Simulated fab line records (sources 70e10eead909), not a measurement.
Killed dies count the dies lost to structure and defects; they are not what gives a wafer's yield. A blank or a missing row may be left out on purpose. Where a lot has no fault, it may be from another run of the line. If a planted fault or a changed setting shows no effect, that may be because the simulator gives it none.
Tool commonality check + flow nand-harc + Lots sampled 12, wafers sampled 39

REASON IT WAS OPENED
Flagged at NHARC_P_GATE_CD_MEAS_91: reading cd-nm, on 1 of 12 lots. No-fault wafers: 2000.2 nm, standard deviation 1.4.
Rule: a lot gets a flag if all its wafers with a number sit over 4 standard deviations from that mean, or if no wafer of it has a number. As for the other lots, they are considered sound.

| lot  | measured     | on        | cd-nm (nm), wafer by wafer                | flag    |
|------|--------------|-----------|-------------------------------------------|---------|
| L723 | day 6 01:40  | cd-sem-01 | 2002.3 1999.7 2001.1                      |         |
| L725 | day 7 01:23  | cd-sem-03 | 2000.1 2001.8 2001.6                      |         |
| L726 | day 7 05:53  | cd-sem-01 | 1999.7 2000.7 1996.6                      |         |
| L727 | day 7 18:16  | cd-sem-03 | 1999.5 1999.5 1999.6                      |         |
| L729 | day 8 14:02  | cd-sem-03 | 2000.0 2000.2 1999.8                      |         |
| L731 | day 9 06:49  | cd-sem-02 | 2000.0 1998.2 2001.2                      |         |
| L733 | day 10 06:37 | cd-sem-03 | 1999.9 1999.9 1999.7                      |         |
| L734 | day 10 21:02 | cd-sem-01 | 2001.0 2000.7 2000.8                      |         |
| L735 | day 10 22:11 | cd-sem-03 | 1999.9 1999.4 2000.2                      |         |
| L736 | day 12 04:10 | cd-sem-01 | 2018.4 2019.5 2020.3 2018.2 2019.5 2020.1 | FLAGGED |
| L739 | day 12 22:38 | cd-sem-02 | 2002.0 1999.5 2003.1                      |         |
| L744 | day 14 17:07 | cd-sem-02 | 2002.0 1999.3 1999.8                      |         |
The numbers of the flagged lots are 2019.3 nm on average: +19.1 nm against the usual, or +14 standard deviations.

WHICH TOOL RAN EACH LOT
The record holds 3 process steps before the reading, out of a route of 1302 steps. Cell contents, in order: the tool; ch with the chambers the sampled wafers went through; the start.
| lot  | flag    | NHARC_P_GATE_DESCUM_61             | NHARC_P_GATE_STRIP_112               | NHARC_P_GATE_EXPOSE_88            |
|------|---------|------------------------------------|--------------------------------------|-----------------------------------|
| L723 |         | rie-diel-03 ch 1,2,3, day 6 00:07  | plasma-asher-01 ch 0,1, day 6 00:32  | krf-scanner-02 ch 0, day 6 01:31  |
| L725 |         | rie-diel-07 ch 0,1,3, day 6 23:50  | plasma-asher-02 ch 0,1, day 7 00:12  | krf-scanner-01 ch 0, day 7 01:14  |
| L726 |         | rie-diel-07 ch 0,2,3, day 7 04:21  | plasma-asher-02 ch 0,1, day 7 04:43  | krf-scanner-03 ch 0, day 7 05:44  |
| L727 |         | rie-diel-07 ch 1,2, day 7 16:43    | plasma-asher-01 ch 1, day 7 17:08    | krf-scanner-01 ch 0, day 7 18:07  |
| L729 |         | rie-diel-05 ch 0,1, day 8 12:28    | plasma-asher-02 ch 0,1, day 8 12:50  | krf-scanner-01 ch 0, day 8 13:53  |
| L731 |         | rie-diel-03 ch 0,1,2, day 9 05:22  | plasma-asher-02 ch 0, day 9 05:45    | krf-scanner-03 ch 0, day 9 06:40  |
| L733 |         | rie-diel-07 ch 2,3, day 10 05:01   | plasma-asher-01 ch 0,1, day 10 05:23 | krf-scanner-02 ch 0, day 10 06:28 |
| L734 |         | rie-diel-07 ch 2,3, day 10 19:29   | plasma-asher-01 ch 0,1, day 10 19:51 | krf-scanner-01 ch 0, day 10 20:53 |
| L735 |         | rie-diel-03 ch 0,2,3, day 10 20:38 | plasma-asher-02 ch 0,1, day 10 21:04 | krf-scanner-03 ch 0, day 10 22:02 |
| L736 | FLAGGED | rie-diel-07 ch 0,2,3, day 12 02:38 | plasma-asher-01 ch 0,1, day 12 03:04 | krf-scanner-01 ch 0, day 12 04:01 |
| L739 |         | rie-diel-05 ch 0,2,3, day 12 21:05 | plasma-asher-01 ch 0,1, day 12 21:27 | krf-scanner-02 ch 0, day 12 22:29 |
| L744 |         | rie-diel-03 ch 0,1,2, day 14 15:36 | plasma-asher-01 ch 0,1, day 14 15:56 | krf-scanner-01 ch 0, day 14 16:57 |
What is done by these steps:
- NHARC_P_GATE_DESCUM_61: chemistry O2, time 3 s.
- NHARC_P_GATE_STRIP_112: strips in N2/H2, time 200 s.
- NHARC_P_GATE_EXPOSE_88: exposes mask P HVN, target cd 2000 nm.
- NHARC_P_GATE_CD_MEAS_91: target cd 2000 nm.

FLAGGED AGAINST TOTAL, ONE TOOL AT A TIME (gauges that did the reading follow at the end)
| step                    | tool            | lots run | flagged | share of the flagged lots | sound lots run after its first flagged lot |
|-------------------------|-----------------|----------|---------|---------------------------|--------------------------------------------|
| NHARC_P_GATE_DESCUM_61  | rie-diel-03     | 4        | 0       | none                      | -                                          |
| NHARC_P_GATE_DESCUM_61  | rie-diel-05     | 2        | 0       | none                      | -                                          |
| NHARC_P_GATE_DESCUM_61  | rie-diel-07     | 6        | 1       | all                       | 0                                          |
| NHARC_P_GATE_STRIP_112  | plasma-asher-01 | 7        | 1       | all                       | 2 (L739,L744)                              |
| NHARC_P_GATE_STRIP_112  | plasma-asher-02 | 5        | 0       | none                      | -                                          |
| NHARC_P_GATE_EXPOSE_88  | krf-scanner-01  | 6        | 1       | all                       | 1 (L744)                                   |
| NHARC_P_GATE_EXPOSE_88  | krf-scanner-02  | 3        | 0       | none                      | -                                          |
| NHARC_P_GATE_EXPOSE_88  | krf-scanner-03  | 3        | 0       | none                      | -                                          |
| NHARC_P_GATE_CD_MEAS_91 | cd-sem-01       | 4        | 1       | all                       | 0                                          |
| NHARC_P_GATE_CD_MEAS_91 | cd-sem-02       | 3        | 0       | none                      | -                                          |
| NHARC_P_GATE_CD_MEAS_91 | cd-sem-03       | 5        | 0       | none                      | -                                          |

THE TABLE: WHAT IT ALLOWS
4 rows of the table ran every flagged lot: rie-diel-07 at NHARC_P_GATE_DESCUM_61, plasma-asher-01 at NHARC_P_GATE_STRIP_112, krf-scanner-01 at NHARC_P_GATE_EXPOSE_88, cd-sem-01 at NHARC_P_GATE_CD_MEAS_91.
- rie-diel-07 at NHARC_P_GATE_DESCUM_61: 1 of its 6 lots flagged. A fault beginning between L734 (day 10 19:29), its last sound lot, and L736 (day 12 02:38), its first flagged one, fits the data.
- plasma-asher-01 at NHARC_P_GATE_STRIP_112: 1 of its 7 lots flagged. After the first flagged lot (L739, L744), sound lots still ran on it; a lasting fault on the whole tool would not permit that.
- krf-scanner-01 at NHARC_P_GATE_EXPOSE_88: 1 of its 6 lots flagged. After the first flagged lot (L744), sound lots still ran on it; a lasting fault on the whole tool would not permit that.
- cd-sem-01 at NHARC_P_GATE_CD_MEAS_91: 1 of its 4 lots flagged. A fault beginning between L734 (day 10 21:02), its last sound lot, and L736 (day 12 04:10), its first flagged one, fits the data.
Because each of these 2 tools fits a fault that began at some hour, counting lots does not separate them. More lots, or a look at what each step does to the wafer, might.

WHAT WAS PUT IN BY THE SIMULATOR
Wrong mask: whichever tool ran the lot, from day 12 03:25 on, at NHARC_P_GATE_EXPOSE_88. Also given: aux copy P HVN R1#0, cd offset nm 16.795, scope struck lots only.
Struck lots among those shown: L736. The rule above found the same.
